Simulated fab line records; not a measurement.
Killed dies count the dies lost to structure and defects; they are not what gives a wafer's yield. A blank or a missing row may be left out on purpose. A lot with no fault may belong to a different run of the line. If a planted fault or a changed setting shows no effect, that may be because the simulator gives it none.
fab line records -- flow nand-harc
record lots=12, wafers=36, last-day=33
route steps=1302 shown A_CHANNEL_FILL_D1@499 A_DECK1_JOINT@530 A_ONON_D2@560 A_CHANNEL_HOLE_D2@584 END@1302
lots untouched by any fault: they come from a run of this same line in which no faults occurred
start-h: hours from the record's opening day to when the first of the lot's shown wafers began -- wait-h: hours elapsed since this lot's preceding step -- " as in the row above -- L1.1+2: several wafers, shown together as one row -- - no value present, or no start provided -- * or withheld: withheld -- < > ~ a bound
route shown NAME@n: names a module that has steps shown in the file, with the first one's number in the route -- usual: average and standard deviation across the fault-free wafers -- same: alike in all rows -- chamber/n: place in a boat -- sites: per-site readings -- _std_site: standard deviation across them -- _edge_site: inner sites' mean taken away from outer sites' mean -- radius-mm: for every site, how far away it sits from the centre of the wafer -- mask NAME#n: copy n -- behind: tool/chamber where the wafer was last shaped -- hold: cause of the lot's hold/its duration in hours/its outcome -- device: the transistor (n, p or np) that didn't switch -- end of line: the route-end tests of the same wafers -- for a step that has no rows: nothing shown but its recipe -- killed: dies that structure and defects cost at the first sort, which is not the same as the wafer's yield -- map: the dies of a wafer, with x for killed, . for not killed, _ for no die there
set.NAME: the setting that was run; set.NAME@STEP: the one run at that earlier step -- model.NAME: the simulator's own value behind a step, which no gauge read
steps of the route over a sample of lots; a table a step, a row a wafer
services: a tool's chamber out of use, with start hour (start-h, from the record's first day; less than 0 if before it), hours out, and reason
## steps
# step NHARC_A_CHANNEL_FILL_D1_ETCHBACK_19
# recipe target-depth-a=50, time-s=1.7, hbr-flow-sccm=150, cl2-flow-sccm=50, rf-w=400, icp-w=400, bias-w=100, chemistry=HBr/Cl2
# usual drypump-motor-current-A=6.0/0.39, oes-product-au=0.999/0.011, throttle-valve-pct=26.406/0.0085
lot.wafer,tool,chamber,start-h,wait-h,drypump-motor-current-A,oes-product-au,rf-hours-counter-h,throttle-valve-pct
L238.1,rie-si-04,1,237.62,0.4,6.6,1.008,0.5,26.408
L238.2,rie-si-04,0,237.62,0.4,5.8,0.990,0.5,26.411
L238.5,rie-si-04,2,237.62,0.4,5.2,1.001,-,26.394
L237.2,rie-si-01,2,237.64,0.4,6.7,0.998,0.3,26.417
L237.1,rie-si-01,3,237.64,0.4,5.9,1.002,0.3,26.425
L237.6,rie-si-01,0,237.64,0.4,6.3,0.982,-,26.397
L240.3,rie-si-03,0,263.93,0.4,5.7,1.007,0.1,26.410
L240.4,rie-si-03,1,263.93,0.4,6.2,1.001,0.1,26.405
L240.5,rie-si-03,2,263.93,0.4,5.9,0.991,-,26.400
L236.1,rie-si-04,1,275.48,0.4,6.6,1.013,0.9,26.387
L236.2,rie-si-04,3,275.48,0.4,6.1,0.990,0.9,26.407
L236.3,rie-si-04,0,275.48,0.4,5.8,0.977,0.9,26.414
L241.3,rie-si-03,3,279.97,0.4,6.2,1.002,0.1,26.407
L241.1,rie-si-03,1,279.97,0.4,6.2,1.007,0.1,26.401
L241.5,rie-si-03,2,279.97,0.4,5.9,0.996,-,26.402
L243.2,rie-si-03,3,289.37,0.4,6.2,0.986,0.1,26.414
L243.4,rie-si-03,0,289.37,0.4,5.7,0.991,0.2,26.399
L243.1,rie-si-03,2,289.37,0.4,5.9,0.984,0.1,26.412
L244.2,rie-si-03,3,306.12,0.4,6.2,0.984,0.3,26.400
L244.1,rie-si-03,0,306.12,0.4,5.7,0.997,0.3,26.407
L244.6,rie-si-03,3,306.12,0.4,6.2,0.991,-,26.412
L248.1,rie-si-04,2,355.18,0.4,5.3,1.003,0.0,26.419
L248.4,rie-si-04,3,355.18,0.4,6.1,0.995,0.1,26.401
L248.6,rie-si-04,0,355.18,0.4,5.8,0.985,-,26.400
L252.2,rie-si-01,1,381.46,0.4,6.2,0.997,0,26.397
L252.4,rie-si-01,2,381.46,0.4,6.7,0.993,0,26.403
L252.6,rie-si-01,0,381.46,0.4,6.3,0.985,-,26.409
L254.3,rie-si-04,0,399.33,0.4,5.8,0.993,0.3,26.412
L254.5,rie-si-04,0,399.33,0.4,5.8,0.991,-,26.418
L254.6,rie-si-04,1,399.33,0.4,6.6,1.008,-,26.414
L256.1,rie-si-04,3,428.50,0.4,6.1,0.998,0.6,26.401
L256.5,rie-si-04,3,428.50,0.4,6.1,0.989,-,26.400
L256.6,rie-si-04,0,428.50,0.4,5.8,0.995,-,26.414
L257.3,rie-si-04,0,428.59,0.5,5.9,0.993,0.5,26.406
L257.1,rie-si-04,1,428.59,0.5,6.6,1.006,0.5,26.417
L257.5,rie-si-04,0,428.59,0.5,5.9,0.985,-,26.408
# step NHARC_A_DECK1_JOINT_ETCHBACK_00
# recipe target-depth-a=300, time-s=17.4, hbr-flow-sccm=150, rf-w=350, icp-w=350, bias-w=60, chemistry=HBr
# usual drypump-motor-current-A=5.33/0.3, oes-product-au=0.998/0.011, throttle-valve-pct=23.266/0.0084
lot.wafer,tool,chamber,start-h,wait-h,drypump-motor-current-A,oes-product-au,rf-hours-counter-h,throttle-valve-pct
L237.2,rie-si-02,3,272.21,0.1,5.94,1.025,1.0,23.289
L237.1,rie-si-02,2,272.21,0.1,5.70,1.006,1.1,23.269
L237.6,rie-si-02,3,272.21,0.1,5.92,1.026,-,23.271
L238.2,rie-si-06,1,272.22,0.1,5.27,0.999,0.1,23.280
L238.1,rie-si-06,3,272.22,0.1,5.12,1.007,0.1,23.274
L238.5,rie-si-06,0,272.22,0.1,4.85,0.982,-,23.278
L240.4,rie-si-06,0,301.69,0.1,4.85,0.987,0.3,23.256
L240.3,rie-si-06,1,301.69,0.1,5.25,0.999,0.4,23.268
L240.5,rie-si-06,1,301.69,0.1,5.27,1.005,-,23.267
L236.3,rie-si-06,1,310.00,0.1,5.29,1.012,0.5,23.273
L236.1,rie-si-06,2,310.00,0.1,5.69,1.010,0.4,23.257
L236.2,rie-si-06,0,310.00,0.1,4.82,0.985,0.4,23.260
L241.3,rie-si-06,2,320.39,0.1,5.69,0.999,0.5,23.269
L241.1,rie-si-06,3,320.39,0.1,5.17,0.994,0.4,23.263
L241.5,rie-si-06,3,320.39,0.1,5.16,0.986,-,23.250
L243.4,rie-si-02,0,324.14,0.1,4.93,0.999,0.3,23.279
L243.2,rie-si-02,1,324.14,0.1,5.61,1.008,0.3,23.268
L243.1,rie-si-02,3,324.14,0.1,5.91,1.012,0.3,23.256
L244.2,rie-si-06,2,340.41,0.1,5.71,1.002,0.6,23.270
L244.1,rie-si-06,3,340.41,0.1,5.17,1.001,0.5,23.258
L244.6,rie-si-06,2,340.41,0.1,5.71,0.994,-,23.268
L248.4,rie-si-05,1,392.48,0.1,5.34,1.014,0.5,23.257
L248.1,rie-si-05,2,392.48,0.1,5.37,0.983,0.5,23.250
L248.6,rie-si-05,0,392.48,0.1,5.28,1.000,-,23.269
L252.2,rie-si-06,0,417.09,0.1,4.84,0.986,1.1,23.266
L252.4,rie-si-06,2,417.09,0.1,5.70,1.007,1.1,23.259
L252.6,rie-si-06,0,417.09,0.1,4.84,0.985,-,23.273
L254.3,rie-si-06,1,438.23,0.1,5.27,1.018,0,23.263
L254.6,rie-si-06,0,438.23,0.1,4.84,0.988,-,23.266
L254.5,rie-si-06,1,438.23,0.1,5.29,1.015,-,23.261
L257.1,rie-si-05,0,462.99,0.1,5.26,0.989,1.1,23.257
L257.3,rie-si-05,1,462.99,0.1,5.29,0.990,1.0,23.271
L257.5,rie-si-05,0,462.99,0.1,5.22,0.992,-,23.273
L256.1,rie-si-06,0,463.08,0.1,4.83,0.981,0.2,23.267
L256.6,rie-si-06,2,463.08,0.1,5.69,1.006,-,23.270
L256.5,rie-si-06,3,463.08,0.1,5.17,0.989,-,23.277
# step NHARC_A_ONON_D2_DEP_22
# recipe target-thk-a=10000, n2-flow-sccm=2750, n2o-flow-sccm=2000, nh3-flow-sccm=500, sih4-flow-sccm=210, temp-c=400
lot.wafer,tool,chamber,start-h,wait-h
L237.1+2+6,pecvd-onon-04,0,304.55,0.1
L238.1+2+5,pecvd-onon-02,0,304.56,0.1
L240.3+4+5,pecvd-onon-04,0,336.33,0.2
L236.1+2+3,pecvd-onon-01,0,356.30,0.1
L241.1+3+5,pecvd-onon-01,0,361.12,0.1
L243.1+2+4,pecvd-onon-04,0,361.13,0.1
L244.1+2+6,pecvd-onon-04,0,375.24,0.1
L248.1+4+6,pecvd-onon-01,0,430.64,0.1
L252.2+4+6,pecvd-onon-04,0,453.23,0.1
L254.3+5+6,pecvd-onon-01,0,471.89,0.2
L256.1+5+6,pecvd-onon-02,0,492.28,0.1
L257.1+3+5,pecvd-onon-01,0,492.62,0.4
# step NHARC_A_ONON_D2_THK_MEAS_24
# recipe thk-meas-gauge=ellipsometry
# usual thk-nm=1003/11
lot.wafer,tool,chamber,start-h,wait-h,thk-nm
L237.1,film-metro-02,-,305.07,-,996
L237.2,film-metro-02,-,305.07,-,996
L237.6,film-metro-02,-,305.07,-,996
L238.1,film-metro-02,-,305.08,-,1010
L238.2,film-metro-02,-,305.08,-,1009
L238.5,film-metro-02,-,305.08,-,1009
L240.3,film-metro-01,-,336.72,-,1004
L240.4,film-metro-01,-,336.72,-,1004
L240.5,film-metro-01,-,336.72,-,1006
L236.1,film-metro-02,-,356.80,-,1001
L236.2,film-metro-02,-,356.80,-,1001
L236.3,film-metro-02,-,356.80,-,1001
L241.1,film-metro-02,-,361.64,-,1020
L241.3,film-metro-02,-,361.64,-,1021
L241.5,film-metro-02,-,361.64,-,1020
L243.1,film-metro-01,-,361.64,-,996
L243.2,film-metro-01,-,361.64,-,1323
L243.4,film-metro-01,-,361.64,-,999
L244.1,film-metro-01,-,375.75,-,1018
L244.2,film-metro-01,-,375.75,-,1343
L244.6,film-metro-01,-,375.75,-,1343
L248.1,film-metro-02,-,431.15,-,1004
L248.4,film-metro-02,-,431.15,-,1007
L248.6,film-metro-02,-,431.15,-,1007
L252.2,film-metro-01,-,453.69,-,994
L252.4,film-metro-01,-,453.69,-,992
L252.6,film-metro-01,-,453.69,-,993
L254.3,film-metro-02,-,472.29,-,1012
L254.5,film-metro-02,-,472.29,-,1009
L254.6,film-metro-02,-,472.29,-,1012
L256.1,film-metro-02,-,492.79,-,1007
L256.5,film-metro-02,-,492.79,-,1006
L256.6,film-metro-02,-,492.79,-,1007
L257.1,film-metro-02,-,493.13,-,1005
L257.3,film-metro-02,-,493.13,-,1004
L257.5,film-metro-02,-,493.13,-,1007
# step NHARC_A_CHANNEL_HOLE_D2_INSPECT_12
# usual raw-defect-count=27/20
lot.wafer,tool,chamber,start-h,wait-h,raw-defect-count
L237.1,defect-inspect-01,-,313.99,0.0,42
L237.2,defect-inspect-01,-,313.99,0.0,57
L237.6,defect-inspect-01,-,313.99,0.0,51
L238.1,defect-inspect-02,-,314.40,0.0,5
L238.2,defect-inspect-02,-,314.40,0.0,6
L238.5,defect-inspect-02,-,314.40,0.0,5
L240.3,defect-inspect-01,-,341.12,0.0,7
L240.4,defect-inspect-01,-,341.12,0.0,8
L240.5,defect-inspect-01,-,341.12,0.0,8
L236.1,defect-inspect-01,-,361.67,0.0,15
L236.2,defect-inspect-01,-,361.67,0.0,20
L236.3,defect-inspect-01,-,361.67,0.0,9
L241.1,defect-inspect-02,-,366.06,0.0,9
L241.3,defect-inspect-02,-,366.06,0.0,8
L241.5,defect-inspect-02,-,366.06,0.0,16
L243.1,defect-inspect-01,-,366.55,0.0,49
L243.4,defect-inspect-01,-,366.55,0.0,61
L244.1,defect-inspect-02,-,380.19,0.0,54
L248.1,defect-inspect-01,-,437.58,0.0,12
L248.4,defect-inspect-01,-,437.58,0.0,16
L248.6,defect-inspect-01,-,437.58,0.0,14
L252.2,defect-inspect-01,-,458.38,0.0,19
L252.4,defect-inspect-01,-,458.38,0.0,21
L252.6,defect-inspect-01,-,458.38,0.0,22
L254.3,defect-inspect-02,-,477.28,0.0,23
L254.5,defect-inspect-02,-,477.28,0.0,24
L254.6,defect-inspect-02,-,477.28,0.0,12
L256.1,defect-inspect-01,-,499.98,0.0,27
L256.5,defect-inspect-01,-,499.98,0.0,27
L256.6,defect-inspect-01,-,499.98,0.0,28
L257.1,defect-inspect-01,-,500.87,0.0,6
L257.3,defect-inspect-01,-,500.87,0.0,2
L257.5,defect-inspect-01,-,500.87,0.0,3
# step NHARC_END_SORT_01
# recipe temp-c=25
# usual killed-at-array=55/22, killed-at-other=1.1/1.4, killed-at-periphery=4/3.2, killed-dies=59/22, killed-open=3.3/1.8, killed-short=2.5/1.5
# same gross-dies=677
lot.wafer,tool,chamber,start-h,wait-h,killed-at-array,killed-at-other,killed-at-periphery,killed-dies,killed-open,killed-short
L243.1,prober-01,0,653.77,2.5,41,7,6,54,2,2
L243.2,prober-01,0,654.56,2.8,670,4,3,677,6,4
L243.4,prober-01,0,656.13,3.4,50,2,1,53,3,4
L244.1,prober-02,0,660.87,2.5,81,0,0,81,2,3
L244.2,prober-02,0,661.68,2.8,672,0,5,677,1,0
L244.6,prober-02,0,664.92,4.1,671,1,5,677,1,4
# killed by level:class
L243.1 A_CHANNEL_HOLE_D2:chamber-film-flake=16 A_CHANNEL_HOLE_D1:chamber-film-flake=14 THIN_TSV:chamber-film-flake=7 P_GATE:chamber-film-flake=4 A_STAIRCASE:chamber-film-flake=4 A_CHANNEL_FILL_D1:chamber-film-flake=2 A_SLIT:chamber-film-flake=2 P_STI:geometric-particle:short=1
L243.2 A_ONON_D2:area-dep=598 A_CHANNEL_HOLE_D1:chamber-film-flake=33 A_CHANNEL_HOLE_D2:chamber-film-flake=11 A_STAIRCASE:chamber-film-flake=5 THIN_TSV:chamber-film-flake=4 A_CONTACT:chamber-film-flake=3 A_SGD_CUT:geometric-particle:open=2 A_ZERO_WELL:chamber-film-flake=2
L243.4 A_CHANNEL_HOLE_D1:chamber-film-flake=17 A_CHANNEL_HOLE_D2:chamber-film-flake=15 A_STAIRCASE:chamber-film-flake=5 A_WL_FILL:chamber-film-flake=3 A_ONON_D1:geometric-particle:short=2 A_M1:chamber-film-flake=2 THIN_TSV:chamber-film-flake=2 P_M0:geometric-particle:open=1
L244.1 A_CHANNEL_HOLE_D1:chamber-film-flake=33 A_SLIT:chamber-film-flake=24 A_CHANNEL_HOLE_D2:chamber-film-flake=10 A_STAIRCASE:chamber-film-flake=4 A_CHANNEL_FILL_D1:chamber-film-flake=3 A_DECK1_JOINT:chamber-film-flake=2 A_DECK1_JOINT:geometric-particle:short=1 A_ONON_D2:geometric-particle:short=1
L244.2 A_ONON_D2:area-dep=618 A_SLIT:chamber-film-flake=34 A_CHANNEL_HOLE_D1:chamber-film-flake=10 A_CHANNEL_HOLE_D2:chamber-film-flake=6 P_GATE:chamber-film-flake=2 A_STAIRCASE:chamber-film-flake=2 P_STI:chamber-film-flake=1 A_M0:geometric-particle:open=1
L244.6 A_ONON_D2:area-dep=604 A_SLIT:chamber-film-flake=40 A_CHANNEL_HOLE_D1:chamber-film-flake=14 A_CHANNEL_HOLE_D2:chamber-film-flake=4 P_CONTACT:chamber-film-flake=3 A_CHANNEL_FILL_D1:chamber-film-flake=3 A_ONON_D1:geometric-particle:short=1 A_ONON_D2:geometric-particle:short=1
## services
tool,chamber,start-h,hours,kind
rie-si-02,3,218.23,3.5,repair
rie-si-02,-,224.90,0.6,repair
rie-si-06,1,245.42,1.5,repair
rie-si-03,-,247.40,9.0,pm
rie-si-06,-,249.00,9.0,pm
rie-si-01,0,259.46,4.0,repair
rie-si-06,1,262.14,7.5,repair
rie-si-05,1,267.12,1.5,repair
pecvd-onon-01,-,269.95,13.0,pm
rie-si-06,0,289.77,4.2,repair
pecvd-onon-04,-,311.00,13.0,pm
rie-si-04,3,317.08,17.8,repair
rie-si-06,0,336.27,14.2,repair
rie-si-04,-,342.00,9.0,pm
rie-si-06,3,343.40,6.3,repair
rie-si-06,-,376.08,0.4,repair
rie-si-03,3,387.30,1.7,repair
rie-si-03,0,394.75,6.6,repair
rie-si-03,2,419.16,3.1,repair
rie-si-03,-,424.40,9.0,pm
rie-si-06,-,426.00,9.0,pm
pecvd-onon-01,-,450.95,13.0,pm
rie-si-06,3,463.66,14.0,repair
pecvd-onon-04,-,492.06,13.0,pm
## key
first-sign step=NHARC_A_ONON_D2_THK_MEAS_24, reading=thk-nm, direction=up, sigmas=31, usual=1003, struck=1336
effect step=NHARC_END_SORT_01, reading=killed-dies, direction=up, sigmas=28, usual=59, struck=677
more-kills-born-at NHARC_A_ONON_D2_DEP_22@pecvd-onon-04=1820
met-at NHARC_A_ONON_D2_DEP_22
struck-lots L243,L244
struck-wafers L243.2,L244.2,L244.6
later-rows-left-out L243.2,L244.2,L244.6
tester-left-out L243,L244
not-acting-at NHARC_A_CHANNEL_FILL_D1_ETCHBACK_19,NHARC_A_DECK1_JOINT_ETCHBACK_00,NHARC_A_CHANNEL_HOLE_D2_INSPECT_12
onset-between 336.33 361.13
fault kind=process-parameter-drift, tool=pecvd-onon-04, chamber=-, onset-h=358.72, steps=NHARC_A_ONON_D2_DEP_22, channel=target-thk-a, offset=*, shape=step, end-h=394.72, scope=struck-wafers-only, acts-in=*, stated=*
# tester-left-out: of these lots the tester's yield and bins aren't shown, on N5 and GAA mostly nor the transistor test; their killed dies are dies lost to structure and defects alone, not to doping, threshold or leakage, so they don't give the yield
# later-rows-left-out: the simulator's readings of these wafers behind a module that went badly wrong aren't trusted and aren't shown, but for the sort
